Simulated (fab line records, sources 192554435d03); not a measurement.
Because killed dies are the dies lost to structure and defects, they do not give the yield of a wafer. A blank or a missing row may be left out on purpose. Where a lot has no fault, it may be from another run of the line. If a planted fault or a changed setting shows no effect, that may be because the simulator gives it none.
fab line records ; flow n5-finfet ; part 1 of 2: steps 1 to 21 of 29
record: lots: 5; wafers: 15; last-day: 17
route steps=1938 shown MOL_CONTACT_COAG@557
lots that met no fault: taken from a fault-free run of the same line
start-h: hours from the record's first day to the start of the lot's first wafer shown ; wait-h: time in hours since the lot's previous step ; " same as the row above ; L1.1+2: a single row standing in for several wafers ; - value missing, or start not given ; * or withheld: withheld ; < > ~ a bound
route shown NAME@n: NAME is a module with steps in the file, n the number in the route of the first one ; usual: mean/standard deviation of fault-free wafers ; same: alike in all rows ; chamber/n: place in a boat ; sites: per-site readings ; _std_site: their standard deviation ; _edge_site: the outer-site mean with the inner-site mean subtracted ; radius-mm: how far each site lies from the wafer's centre ; mask NAME#n: copy n ; behind: the most recent tool/chamber to have shaped the wafer ; hold: cause of the lot's hold/its duration in hours/its outcome ; device: the n, p or np transistor that did not switch ; end of line: the tests these same wafers got at the end of their route ; for a step that has no rows: nothing shown but its recipe ; killed: dies lost to structure and defects at the first sort, not the wafer's yield ; map: dies across one wafer; x = killed, . = not, _ = none there
set.NAME: the run value of the setting; set.NAME@STEP: its run value at that earlier step ; model.NAME: the simulator's own value behind a step, which no gauge read
lots at some steps of the route; a table a step, a row a wafer
services: the hour from which a tool's chamber was out of use, counted from the record's first day as start-h (under 0 if before that day), plus the number of hours and why
== steps ==
step: N5_MOL_CONTACT_COAG_WET_ETCH_26
recipe: target: Co; target-depth-nm: 13
lot.wafer;tool;chamber;start-h;wait-h
L084.1+4+6;wet-bench-06;5,2,3;152.59;0.0
L085.1+2+5;wet-bench-03;4,6,0;160.97;0.0
L088.2+4+6;wet-bench-05;3,2,0;178.17;0.0
L091.1+5+6;wet-bench-05;2,5,3;196.24;0.0
L094.2+3+5;wet-bench-05;7,0,3;216.96;0.0
step: N5_MOL_CONTACT_COAG_WET_ETCH_116
recipe: chemistry: SC1-inhibited; target-depth-nm: 4.6; dry: ipa-marangoni; rinse-time-s: 30; rinse-temp-c: 23
lot.wafer;tool;chamber;start-h;wait-h
L084.1+4+6;wet-bench-06;5,2,3;152.74;0.0
L085.1+2+5;wet-bench-03;4,6,0;161.12;0.0
L088.2+4+6;wet-bench-05;3,2,0;178.32;0.0
L091.1+5+6;wet-bench-05;2,5,3;196.39;0.0
L094.2+3+5;wet-bench-05;7,0,3;217.11;0.0
step: N5_MOL_CONTACT_COAG_ALD_27
recipe: material: SiOC; target-thk-a: 170; temp-c: 400; ald-precursor-family: carbosiloxane; ald-co-reactant: H2-plasma; pulse-time-s: 1.5; time-s: 2720; purge-time-s: 2; co-reactant-purge-time-s: 2; ald-cycles: 340; pressure-torr: 2
usual: heater-power-w: 827/120; precursor-pulse-height-rel: 0.998/0.02
lot.wafer;tool;chamber;start-h;wait-h;heater-power-w;precursor-pulse-height-rel;since-wet-clean-h
L084.1;ald-sin-03;3;153.77;0.7;772;0.970;343
L084.4;ald-sin-03;0;153.77;0.7;795;0.980;343
L084.6;ald-sin-03;1;153.77;0.7;776;1.015;-
L085.1;ald-sin-03;3;161.44;0.0;791;1.031;351
L085.2;ald-sin-03;0;161.44;0.0;799;1.024;351
L085.5;ald-sin-03;2;161.44;0.0;842;0.988;-
L088.2;ald-sin-02;2;178.64;0.0;792;0.992;276
L088.4;ald-sin-02;3;178.64;0.0;835;1.021;276
L088.6;ald-sin-02;0;178.64;0.0;940;1.005;-
L091.1;ald-sin-03;1;196.71;0.0;759;0.948;6
L091.5;ald-sin-03;0;196.71;0.0;772;0.998;-
L091.6;ald-sin-03;3;196.71;0.0;745;1.008;-
L094.2;ald-sin-03;0;217.43;0.0;790;1.005;27
L094.3;ald-sin-03;2;217.43;0.0;872;0.994;27
L094.5;ald-sin-03;3;217.43;0.0;757;1.019;-
step: N5_MOL_CONTACT_COAG_CMP_28
recipe: stop-on: SiNx; t-overpolish-s: 0.85; post-cmp-clean: alkaline-brush; down-force-psi: 4.15; platen-rpm: 51.8; pad-velocity-m-s: 1.0307; target-thk-nm: 14.522
usual: head-pressure-psi: 4.150/0.0088; motor-current-A: 12.2/1.2; pad-life-wafers: 1316/570; time-to-endpoint-s: 5/3.4
lot.wafer;tool;chamber;start-h;wait-h;head-pressure-psi;motor-current-A;pad-life-wafers;time-to-endpoint-s
L084.4;cmp-01;3;155.41;0.9;4.155;12.3;1796;3
L084.1;cmp-01;0;155.41;0.9;4.143;12.9;1797;5
L084.6;cmp-01;1;155.41;0.9;4.161;13.5;-;13
L085.2;cmp-01;1;163.05;0.8;4.161;13.4;1867;10
L085.1;cmp-01;2;163.05;0.8;4.156;10.5;1868;0
L085.5;cmp-01;1;163.05;0.8;4.156;13.7;-;9
L088.2;cmp-01;3;180.20;0.8;4.153;12.7;1998;1
L088.4;cmp-01;0;180.20;0.8;4.148;12.2;1999;2
L088.6;cmp-01;0;180.20;0.8;4.147;12.2;-;4
L091.1;cmp-04;1;198.32;0.8;4.142;14.5;1417;5
L091.5;cmp-04;0;198.32;0.8;4.135;10.8;-;4
L091.6;cmp-04;1;198.32;0.8;4.157;14.1;-;5
L094.3;cmp-02;0;219.00;0.8;4.147;11.4;1812;2
L094.2;cmp-02;2;219.00;0.8;4.157;11.7;1814;8
L094.5;cmp-02;1;219.00;0.8;4.146;12.9;-;11
step: N5_MOL_CONTACT_COAG_THK_MEAS_29
recipe: reads: SiNx_of_GATE_CUT_PECVD_57+SiNx_of_GATE_CUT_SAC_CAP_01
usual: MD_CAP_THK: 17.94/0.093
lot.wafer;tool;chamber;start-h;wait-h;MD_CAP_THK[nm]
L084.1;film-metro-01;-;155.63;-;17.89
L084.4;film-metro-01;-;155.63;-;17.88
L084.6;film-metro-01;-;155.63;-;17.77
L085.1;film-metro-01;-;163.30;-;17.86
L085.2;film-metro-01;-;163.30;-;17.91
L085.5;film-metro-01;-;163.30;-;17.82
L088.2;film-metro-02;-;180.50;-;18.01
L088.4;film-metro-02;-;180.50;-;18.02
L088.6;film-metro-02;-;180.50;-;17.86
L091.1;film-metro-01;-;198.58;-;17.86
L091.5;film-metro-01;-;198.58;-;17.81
L091.6;film-metro-01;-;198.58;-;17.98
L094.2;film-metro-01;-;219.30;-;17.91
L094.3;film-metro-01;-;219.30;-;18.00
L094.5;film-metro-01;-;219.30;-;17.96
step: N5_MOL_CONTACT_COAG_ALD_123
recipe: material: SiNx; target-thk-a: 50; temp-c: 400; ald-precursor-family: SiH2I2; ald-co-reactant: N2/H2-plasma; pulse-time-s: 1; purge-time-s: 2; co-reactant-purge-time-s: 2; ald-cycles: 100; pressure-torr: 2
usual: heater-power-w: 798/87; precursor-pulse-height-rel: 0.998/0.021
lot.wafer;tool;chamber;start-h;wait-h;heater-power-w;precursor-pulse-height-rel;since-wet-clean-h
L084.1;ald-sin-04;0;155.67;0.0;724;1.000;148
L084.4;ald-sin-04;3;155.67;0.0;718;0.989;148
L084.6;ald-sin-04;1;155.67;0.0;743;0.971;-
L085.1;ald-sin-03;1;163.34;0.0;777;0.993;352
L085.2;ald-sin-03;3;163.34;0.0;768;1.015;352
L085.5;ald-sin-03;3;163.34;0.0;763;0.993;-
L088.2;ald-sin-02;0;180.90;0.4;949;1.002;278
L088.4;ald-sin-02;3;180.90;0.4;864;0.978;278
L088.6;ald-sin-02;1;180.90;0.4;1149;0.981;-
L091.1;ald-sin-03;2;198.61;0.0;887;0.997;8
L091.5;ald-sin-03;1;198.61;0.0;752;0.971;-
L091.6;ald-sin-03;0;198.61;0.0;792;1.015;-
L094.2;ald-sin-02;2;219.33;0.0;785;1.018;317
L094.3;ald-sin-02;0;219.33;0.0;968;0.986;317
L094.5;ald-sin-02;1;219.33;0.0;1131;0.997;-
step: N5_MOL_CONTACT_COAG_PECVD_31
recipe: material: SiO2; target-thk-a: 460; temp-c: 400; precursor: TEOS/O2; pressure-torr: 6.5; rf-w: withheld; teos-flow-sccm: withheld; gas: O2; flow-sccm: 2650; time-s: 8.9
lot.wafer;tool;chamber;start-h;wait-h;since-wet-clean-h
L084.1;pecvd-03;1;156.17;0.3;1404
L084.4;pecvd-03;2;156.17;0.3;-
L084.6;pecvd-03;1;156.17;0.3;-
L085.1;pecvd-04;0;163.84;0.3;1230
L085.2;pecvd-04;1;163.84;0.3;1955
L085.5;pecvd-04;0;163.84;0.3;-
L088.2;pecvd-03;0;181.40;0.3;704
L088.4;pecvd-03;0;181.40;0.3;-
L088.6;pecvd-03;1;181.40;0.3;-
L091.1;pecvd-03;2;199.12;0.3;2172
L091.5;pecvd-03;2;199.12;0.3;-
L091.6;pecvd-03;0;199.12;0.3;-
L094.2;pecvd-04;1;219.84;0.3;2011
L094.3;pecvd-04;2;219.84;0.3;532
L094.5;pecvd-04;0;219.84;0.3;-
step: N5_MOL_CONTACT_COAG_COAT_75
recipe: resist: SOC; temp-c: 250; time-s: 60; spin-rpm: 1500; resist-thk-nm: 60
usual: dispense-pressure-kPa: 48.5/2; exhaust-pa: 45.1/0.95
lot.wafer;tool;chamber;start-h;wait-h;dispense-pressure-kPa;exhaust-pa
L084.1;litho-track-04;0;156.23;0.0;50.0;44.4
L084.4;litho-track-04;0;156.23;0.0;49.9;44.5
L084.6;litho-track-04;0;156.23;0.0;49.9;45.7
L085.1;litho-track-01;0;163.90;0.0;49.3;44.1
L085.2;litho-track-01;0;163.90;0.0;49.3;46.6
L085.5;litho-track-01;0;163.90;0.0;49.3;44.4
L088.2;litho-track-01;0;181.46;0.0;49.3;44.4
L088.4;litho-track-01;0;181.46;0.0;49.4;44.6
L088.6;litho-track-01;0;181.46;0.0;49.3;45.0
L091.1;litho-track-02;0;199.19;0.1;44.7;45.2
L091.5;litho-track-02;0;199.19;0.1;44.7;44.7
L091.6;litho-track-02;0;199.19;0.1;44.8;43.7
L094.2;litho-track-02;0;219.89;0.0;44.7;45.6
L094.3;litho-track-02;0;219.89;0.0;44.8;44.3
L094.5;litho-track-02;0;219.89;0.0;44.8;44.9
step: N5_MOL_CONTACT_COAG_COAT_76
recipe: resist: SiARC; temp-c: 220; time-s: 60; spin-rpm: 1500; resist-thk-nm: 10
usual: dispense-pressure-kPa: 48.5/2; exhaust-pa: 45.0/0.8
lot.wafer;tool;chamber;start-h;wait-h;dispense-pressure-kPa;exhaust-pa
L084.1;litho-track-04;0;-;-;49.9;45.2
L084.4;litho-track-04;0;-;-;49.9;45.2
L084.6;litho-track-04;0;-;-;49.9;45.4
L085.1;litho-track-01;0;-;-;49.4;45.3
L085.2;litho-track-01;0;-;-;49.4;45.0
L085.5;litho-track-01;0;-;-;49.4;45.9
L088.2;litho-track-01;0;-;-;49.3;46.0
L088.4;litho-track-01;0;-;-;49.3;44.6
L088.6;litho-track-01;0;-;-;49.3;45.3
L091.1;litho-track-02;0;-;-;44.8;44.7
L091.5;litho-track-02;0;-;-;44.8;43.7
L091.6;litho-track-02;0;-;-;44.8;43.6
L094.2;litho-track-02;0;-;-;44.8;44.1
L094.3;litho-track-02;0;-;-;44.8;43.9
L094.5;litho-track-02;0;-;-;44.7;42.7
step: N5_MOL_CONTACT_COAG_COAT_77
recipe: resist: underlayer; temp-c: 205; time-s: 60; spin-rpm: 1500; resist-thk-nm: 10
usual: dispense-pressure-kPa: 48.6/2; exhaust-pa: 45.0/0.76
lot.wafer;tool;chamber;start-h;wait-h;dispense-pressure-kPa;exhaust-pa
L084.1;litho-track-04;0;-;-;49.9;43.9
L084.4;litho-track-04;0;-;-;49.8;43.6
L084.6;litho-track-04;0;-;-;49.9;45.4
L085.1;litho-track-01;0;-;-;49.3;45.8
L085.2;litho-track-01;0;-;-;49.3;45.4
L085.5;litho-track-01;0;-;-;49.3;45.8
L088.2;litho-track-01;0;-;-;49.3;43.4
L088.4;litho-track-01;0;-;-;49.3;45.4
L088.6;litho-track-01;0;-;-;49.3;43.8
L091.1;litho-track-02;0;-;-;44.8;45.7
L091.5;litho-track-02;0;-;-;44.8;45.6
L091.6;litho-track-02;0;-;-;44.8;44.3
L094.2;litho-track-02;0;-;-;44.8;44.8
L094.3;litho-track-02;0;-;-;44.8;45.4
L094.5;litho-track-02;0;-;-;44.7;46.0
step: N5_MOL_CONTACT_COAG_COAT_78
recipe: resist: CAR-EUV; spin-rpm: 1500; resist-thk-nm: 40
usual: dispense-pressure-kPa: 48.5/2; exhaust-pa: 44.8/0.81
lot.wafer;tool;chamber;start-h;wait-h;dispense-pressure-kPa;exhaust-pa
L084.1;litho-track-04;0;-;-;49.9;45.0
L084.4;litho-track-04;0;-;-;49.9;44.3
L084.6;litho-track-04;0;-;-;49.9;44.3
L085.1;litho-track-01;0;-;-;49.2;45.0
L085.2;litho-track-01;0;-;-;49.3;45.8
L085.5;litho-track-01;0;-;-;49.2;45.5
L088.2;litho-track-01;0;-;-;49.2;43.9
L088.4;litho-track-01;0;-;-;49.2;45.0
L088.6;litho-track-01;0;-;-;49.3;45.1
L091.1;litho-track-02;0;-;-;44.7;45.5
L091.5;litho-track-02;0;-;-;44.8;45.5
L091.6;litho-track-02;0;-;-;44.7;44.4
L094.2;litho-track-02;0;-;-;44.7;46.3
L094.3;litho-track-02;0;-;-;44.7;45.6
L094.5;litho-track-02;0;-;-;44.8;46.2
step: N5_MOL_CONTACT_COAG_EBR_80
recipe: solvent: PGMEA; ebr-width-mm: 1.5
usual: exhaust-pa: 45.1/0.93
lot.wafer;tool;chamber;start-h;wait-h;exhaust-pa
L084.1;litho-track-04;0;-;-;43.7
L084.4;litho-track-04;0;-;-;43.9
L084.6;litho-track-04;0;-;-;44.4
L085.1;litho-track-01;0;-;-;45.9
L085.2;litho-track-01;0;-;-;44.9
L085.5;litho-track-01;0;-;-;44.0
L088.2;litho-track-01;0;-;-;45.3
L088.4;litho-track-01;0;-;-;45.2
L088.6;litho-track-01;0;-;-;44.4
L091.1;litho-track-02;0;-;-;44.6
L091.5;litho-track-02;0;-;-;45.9
L091.6;litho-track-02;0;-;-;45.0
L094.2;litho-track-02;0;-;-;45.0
L094.3;litho-track-02;0;-;-;44.7
L094.5;litho-track-02;0;-;-;44.4
step: N5_MOL_CONTACT_COAG_SOFTBAKE_79
recipe: temp-c: 110; time-s: 60; resist: CAR-EUV
usual: exhaust-pa: 45.0/0.94
lot.wafer;tool;chamber;start-h;wait-h;exhaust-pa
L084.1;litho-track-04;0;-;-;45.7
L084.4;litho-track-04;0;-;-;45.3
L084.6;litho-track-04;0;-;-;45.5
L085.1;litho-track-01;0;-;-;44.8
L085.2;litho-track-01;0;-;-;45.4
L085.5;litho-track-01;0;-;-;47.0
L088.2;litho-track-01;0;-;-;44.7
L088.4;litho-track-01;0;-;-;44.0
L088.6;litho-track-01;0;-;-;44.6
L091.1;litho-track-02;0;-;-;43.5
L091.5;litho-track-02;0;-;-;44.1
L091.6;litho-track-02;0;-;-;45.1
L094.2;litho-track-02;0;-;-;45.4
L094.3;litho-track-02;0;-;-;44.5
L094.5;litho-track-02;0;-;-;45.3
step: N5_MOL_CONTACT_COAG_EXPOSE_81
recipe: mask-id: VG; na: 0.33; source-shape: annular; sigma-inner: 0.3; sigma-outer: 0.7; polarization: unpolarized; defocus-nm: 0; dose-mj: 59.5
lot.wafer;tool;chamber;start-h;wait-h;mask
L084.1+4+6;euv-scanner-02;0;156.49;-;VG#0
L085.1+2+5;euv-scanner-01;0;164.16;-;VG#0
L088.2+4+6;euv-scanner-02;0;181.73;-;VG#0
L091.1+5+6;euv-scanner-01;0;199.45;-;VG#0
L094.2+3+5;euv-scanner-01;0;220.04;-;VG#0
step: N5_MOL_CONTACT_COAG_PEB_82
recipe: peb-temp-c: 100; peb-time-s: 60; resist: CAR-EUV
usual: exhaust-pa: 45.1/0.86
lot.wafer;tool;chamber;start-h;wait-h;exhaust-pa
L084.1;litho-track-01;0;156.57;0.1;44.2
L084.4;litho-track-01;0;156.57;0.1;45.8
L084.6;litho-track-01;0;156.57;0.1;44.5
L085.1;litho-track-01;0;164.24;0.1;46.5
L085.2;litho-track-01;0;164.24;0.1;44.8
L085.5;litho-track-01;0;164.24;0.1;45.5
L088.2;litho-track-01;0;181.80;0.1;44.4
L088.4;litho-track-01;0;181.80;0.1;45.4
L088.6;litho-track-01;0;181.80;0.1;45.7
L091.1;litho-track-01;0;199.53;0.1;44.0
L091.5;litho-track-01;0;199.53;0.1;44.2
L091.6;litho-track-01;0;199.53;0.1;45.4
L094.2;litho-track-04;0;220.11;0.1;43.8
L094.3;litho-track-04;0;220.11;0.1;45.3
L094.5;litho-track-04;0;220.11;0.1;43.1
step: N5_MOL_CONTACT_COAG_DEVELOP_83
recipe: develop-time-s: 30; developer: TMAH; resist: CAR-EUV; rinse-liquid: surfactant-rinse; dry: air-spin; dev-temp-c: 23
usual: exhaust-pa: 45.1/0.69
same: develop-time-s: 30
lot.wafer;tool;chamber;start-h;wait-h;exhaust-pa
L084.1;litho-track-01;0;-;-;44.6
L084.4;litho-track-01;0;-;-;44.9
L084.6;litho-track-01;0;-;-;45.4
L085.1;litho-track-01;0;-;-;45.2
L085.2;litho-track-01;0;-;-;46.4
L085.5;litho-track-01;0;-;-;45.0
L088.2;litho-track-01;0;-;-;44.6
L088.4;litho-track-01;0;-;-;45.3
L088.6;litho-track-01;0;-;-;45.4
L091.1;litho-track-01;0;-;-;45.3
L091.5;litho-track-01;0;-;-;45.1
L091.6;litho-track-01;0;-;-;45.3
L094.2;litho-track-04;0;-;-;44.8
L094.3;litho-track-04;0;-;-;46.3
L094.5;litho-track-04;0;-;-;46.3
step: N5_MOL_CONTACT_COAG_CD_MEAS_84
recipe: target-cd-nm: 25.1; landing-energy-ev: 500; detector: se-inlens; polarity: opening
usual: cd-nm: 25.09/0.26
same: landing-energy-ev: 500
lot.wafer;tool;chamber;start-h;wait-h;cd-nm
L084.1;cd-sem-03;0;156.63;-;25.72
L084.4;cd-sem-03;0;156.63;-;25.73
L084.6;cd-sem-03;0;156.63;-;24.69
L085.1;cd-sem-02;0;164.31;-;25.05
L085.2;cd-sem-02;0;164.31;-;24.95
L085.5;cd-sem-02;0;164.31;-;25.20
L088.2;cd-sem-01;0;181.86;-;25.03
L088.4;cd-sem-01;0;181.86;-;24.85
L088.6;cd-sem-01;0;181.86;-;25.06
L091.1;cd-sem-01;0;199.59;-;25.43
L091.5;cd-sem-01;0;199.59;-;25.30
L091.6;cd-sem-01;0;199.59;-;25.21
L094.2;cd-sem-03;0;220.17;-;24.93
L094.3;cd-sem-03;0;220.17;-;24.95
L094.5;cd-sem-03;0;220.17;-;25.19
step: N5_MOL_CONTACT_COAG_OVL_MEAS_85
recipe: points-per-wafer: 522
usual: VG_OVL: 0.5/0.68
lot.wafer;tool;chamber;start-h;wait-h;VG_OVL[nm]
L084.1;overlay-02;0;156.66;0.0;0.3
L084.4;overlay-02;0;156.66;0.0;0.6
L084.6;overlay-02;0;156.66;0.0;0.0
L085.1;overlay-02;0;164.34;0.0;0.0
L085.2;overlay-02;0;164.34;0.0;0.9
L085.5;overlay-02;0;164.34;0.0;-0.6
L088.2;overlay-02;0;181.90;0.0;0.3
L088.4;overlay-02;0;181.90;0.0;0.6
L088.6;overlay-02;0;181.90;0.0;-0.7
L091.1;overlay-01;0;199.63;0.0;0.7
L091.5;overlay-01;0;199.63;0.0;1.8
L091.6;overlay-01;0;199.63;0.0;1.2
L094.2;overlay-01;0;220.21;0.0;0.3
L094.3;overlay-01;0;220.21;0.0;-0.6
L094.5;overlay-01;0;220.21;0.0;0.7
step: N5_MOL_CONTACT_COAG_INSPECT_57
recipe: mode: adi; inspect-instrument: brightfield
usual: raw-defect-count: 188/51
lot.wafer;tool;chamber;start-h;wait-h;raw-defect-count
L084.1;defect-inspect-02;-;156.72;0.1;115
L084.4;defect-inspect-02;-;156.72;0.1;118
L084.6;defect-inspect-02;-;156.72;0.1;132
L085.1;defect-inspect-02;-;164.39;0.1;113
L085.2;defect-inspect-02;-;164.39;0.1;98
L085.5;defect-inspect-02;-;164.39;0.1;135
L088.2;defect-inspect-01;-;181.95;0.0;206
L088.4;defect-inspect-01;-;181.95;0.0;238
L088.6;defect-inspect-01;-;181.95;0.0;155
L091.1;defect-inspect-02;-;199.68;0.1;106
L091.5;defect-inspect-02;-;199.68;0.1;220
L091.6;defect-inspect-02;-;199.68;0.1;173
L094.2;defect-inspect-01;-;220.26;0.0;163
L094.3;defect-inspect-01;-;220.26;0.0;218
L094.5;defect-inspect-01;-;220.26;0.0;171
step: N5_MOL_CONTACT_COAG_DESCUM_88
recipe: chemistry: O2; time-s: 7; source-power-w: 50; bias-power-w: 20; pressure-mtorr: 20; rf-frequency-hz: 2.712e+07; temp-c: 40; resist: CAR-EUV; o2-flow-sccm: 225
usual: drypump-motor-current-A: 5.7/0.6; oes-product-au: 0.77/0.098; rf-vpp-V: 243.0/1.5; showerhead-plenum-p-Torr: 2.09/0.08; throttle-valve-pct: 20.48/0.28
lot.wafer;tool;chamber;start-h;wait-h;drypump-motor-current-A;oes-product-au;rf-hours-counter-h;rf-vpp-V;showerhead-plenum-p-Torr;throttle-valve-pct
L084.1;rie-diel-05;2;156.76;0.0;5.3;0.89;40;243.8;2.13;20.10
L084.4;rie-diel-05;0;156.76;0.0;4.8;0.67;234;241.1;1.99;20.75
L084.6;rie-diel-05;2;156.76;0.0;5.3;0.88;-;244.9;2.13;20.12
L085.1;rie-diel-05;1;164.43;0.0;5.3;0.67;248;239.9;1.96;20.72
L085.2;rie-diel-05;3;164.43;0.0;6.3;0.99;4;243.9;2.14;20.23
L085.5;rie-diel-05;3;164.43;0.0;6.3;0.99;-;243.1;2.14;20.23
L088.2;rie-diel-04;1;181.98;0.0;5.9;0.68;239;244.7;2.17;21.22
L088.4;rie-diel-04;0;181.98;0.0;6.7;0.72;186;244.4;2.15;20.27
L088.6;rie-diel-04;3;181.98;0.0;6.2;0.76;-;241.5;2.01;20.66
L091.1;rie-diel-04;3;199.72;0.0;6.2;0.77;132;241.7;2.01;20.66
L091.5;rie-diel-04;0;199.72;0.0;6.6;0.73;-;244.5;2.15;20.31
L091.6;rie-diel-04;3;199.72;0.0;6.2;0.77;-;242.2;2.01;20.65
L094.2;rie-diel-04;0;221.06;0.8;6.7;0.73;199;245.4;2.14;20.31
L094.3;rie-diel-04;2;221.06;0.8;5.7;0.95;15;243.6;2.03;20.23
L094.5;rie-diel-04;3;221.06;0.8;6.2;0.76;-;240.9;2.00;20.66
step: N5_MOL_CONTACT_COAG_ETCH_89
recipe: chemistry: N2/H2; target: underlayer; target-depth-a: 130; mask-material: CAR-EUV; time-s: 10.4; ion-energy-ev: 200; pressure-mtorr: 30; source-w: 840; bias-w: 150; n2-flow-sccm: 200; h2-flow-sccm: 200; ends: cleared
usual: drypump-motor-current-A: 5.7/0.6; etch-rf-on-time-s: 10.37/0.24; oes-product-au: 0.66/0.074; rf-vpp-V: 523.8/2.6; showerhead-plenum-p-Torr: 2.54/0.09; throttle-valve-pct: 17.95/0.29
lot.wafer;tool;chamber;start-h;wait-h;drypump-motor-current-A;etch-rf-on-time-s;oes-product-au;rf-hours-counter-h;rf-vpp-V;showerhead-plenum-p-Torr;throttle-valve-pct
L084.1;rie-diel-05;2;156.79;0.0;5.3;10.60;0.74;40;525.6;2.58;17.43
L084.4;rie-diel-05;0;156.79;0.0;4.8;9.89;0.60;234;520.2;2.40;18.12
L084.6;rie-diel-05;2;156.79;0.0;5.3;10.51;0.74;-;526.0;2.58;17.40
L085.1;rie-diel-05;1;164.46;0.0;5.3;10.08;0.59;248;518.6;2.40;18.36
L085.2;rie-diel-05;3;164.46;0.0;6.3;10.13;0.84;4;525.7;2.62;17.72
L085.5;rie-diel-05;3;164.46;0.0;6.3;10.13;0.82;-;524.6;2.62;17.71
L088.2;rie-diel-04;1;182.02;0.0;5.9;10.01;0.60;239;526.2;2.60;18.42
L088.4;rie-diel-04;0;182.02;0.0;6.7;10.35;0.63;186;525.5;2.64;17.90
L088.6;rie-diel-04;3;182.02;0.0;6.2;10.64;0.64;-;521.8;2.44;18.21
L091.1;rie-diel-04;3;199.75;0.0;6.2;10.52;0.64;132;521.8;2.44;18.21
L091.5;rie-diel-04;0;199.75;0.0;6.7;10.29;0.63;-;526.2;2.63;17.91
L091.6;rie-diel-04;3;199.75;0.0;6.2;10.58;0.65;-;521.0;2.44;18.21
L094.2;rie-diel-04;0;221.09;0.0;6.7;10.21;0.62;199;527.5;2.63;17.92
L094.3;rie-diel-04;2;221.09;0.0;5.6;10.52;0.80;15;522.8;2.48;17.66
L094.5;rie-diel-04;3;221.09;0.0;6.2;10.62;0.64;-;518.4;2.44;18.23
